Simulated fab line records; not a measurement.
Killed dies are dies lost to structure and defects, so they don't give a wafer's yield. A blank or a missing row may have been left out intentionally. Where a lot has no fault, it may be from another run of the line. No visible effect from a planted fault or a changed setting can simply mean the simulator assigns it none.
Chamber matching | flow nand-harc | NHARC_P_M2_DESCUM_14 on rie-diel-03 has 4 sister chambers
The step chemistry O2, time 3 s. 24 wafers are shown with their chamber, then 12 later ones without.

## WAFERS PAIRED WITH THEIR CHAMBERS
wafer  | chamber | showerhead-plenum-p-Torr (Torr) | drypump-motor-current-A (A) | oes-product-au (a.u.)
L074.2 | 2       | 1.93                            | 6.2                         | 1.016
L074.3 | 3       | 1.92                            | 5.8                         | 1.007
L074.6 | 1       | 1.95                            | 6.1                         | 0.968
L075.3 | 2       | 1.92                            | 6.2                         | 1.006
L075.4 | 3       | 1.92                            | 5.7                         | 1.019
L075.6 | 3       | 1.92                            | 5.7                         | 1.024
L076.1 | 0       | 1.99                            | 5.5                         | 1.006
L076.5 | 3       | 1.92                            | 5.8                         | 1.016
L076.6 | 0       | 1.99                            | 5.5                         | 0.996
L077.1 | 1       | 1.95                            | 6.1                         | 0.977
L077.4 | 3       | 1.92                            | 5.7                         | 1.021
L077.5 | 3       | 1.92                            | 5.8                         | 1.020
L078.1 | 3       | 1.92                            | 5.8                         | 1.015
L078.3 | 1       | 1.95                            | 6.1                         | 0.984
L078.5 | 3       | 1.92                            | 5.8                         | 1.008
L081.1 | 3       | 1.92                            | 5.7                         | 1.008
L081.4 | 2       | 1.92                            | 6.2                         | 1.013
L081.6 | 1       | 1.95                            | 6.1                         | 0.966
L084.1 | 1       | 1.95                            | 6.1                         | 0.969
L084.2 | 0       | 1.99                            | 5.5                         | 1.005
L084.6 | 0       | 1.99                            | 5.5                         | 1.023
L085.3 | 1       | 1.95                            | 6.1                         | 0.968
L085.4 | 3       | 1.92                            | 5.7                         | 1.029
L085.5 | 2       | 1.92                            | 6.2                         | 1.024

SIGNATURES, as means of the wafers listed above
reading                  | chamber 0 | chamber 1 | chamber 2 | chamber 3 | scatter within a chamber
showerhead-plenum-p-Torr | 1.9900    | 1.9500    | 1.9225    | 1.9200    | 0.00194
drypump-motor-current-A  | 5.500     | 6.100     | 6.200     | 5.750     | 0.0354
oes-product-au           | 1.00750   | 0.97200   | 1.01475   | 1.01670   | 0.00801
Rule: distance of a wafer from a chamber = root of the sum over the readings of ((wafer's reading minus chamber's mean) / reading's scatter) squared. The wafer belongs to the nearest chamber; if the next one is less than 2 further off, it can't be placed. The scatter is the square root of a quotient: the sum, over the shown wafers, of each reading's squared deviation from its chamber's mean, divided by wafers minus chambers.

## WAFERS WITHOUT THEIR CHAMBER
wafer  | showerhead-plenum-p-Torr (Torr) | drypump-motor-current-A (A) | oes-product-au (a.u.)
L089.2 | 1.94                            | 6.1                         | 0.957
L089.5 | 1.99                            | 5.5                         | 1.003
L089.6 | 1.94                            | 6.1                         | 0.944
L090.1 | 1.92                            | 6.2                         | 1.001
L090.4 | 1.92                            | 5.7                         | 1.009
L090.5 | 1.92                            | 5.7                         | 1.005
L091.1 | 1.99                            | 5.5                         | 1.009
L091.3 | 1.92                            | 6.2                         | 1.000
L091.4 | 1.92                            | 5.8                         | 1.019
L094.1 | 1.94                            | 6.1                         | 0.997
L094.4 | 1.99                            | 5.5                         | 1.006
L094.6 | 1.92                            | 6.2                         | 0.996

## CHAMBER TAKEN BY EACH
wafer  | from the rows above | in truth
L089.2 | 1                   | 1
L089.5 | 0                   | 0
L089.6 | 1                   | 1
L090.1 | 2                   | 2
L090.4 | 3                   | 3
L090.5 | 3                   | 3
L091.1 | 0                   | 0
L091.3 | 2                   | 2
L091.4 | 3                   | 3
L094.1 | 1                   | 1
L094.4 | 0                   | 0
L094.6 | 2                   | 2
Correct placement for 12 of the 12. Not placeable from these rows: 0. Number placed wrongly: 0.
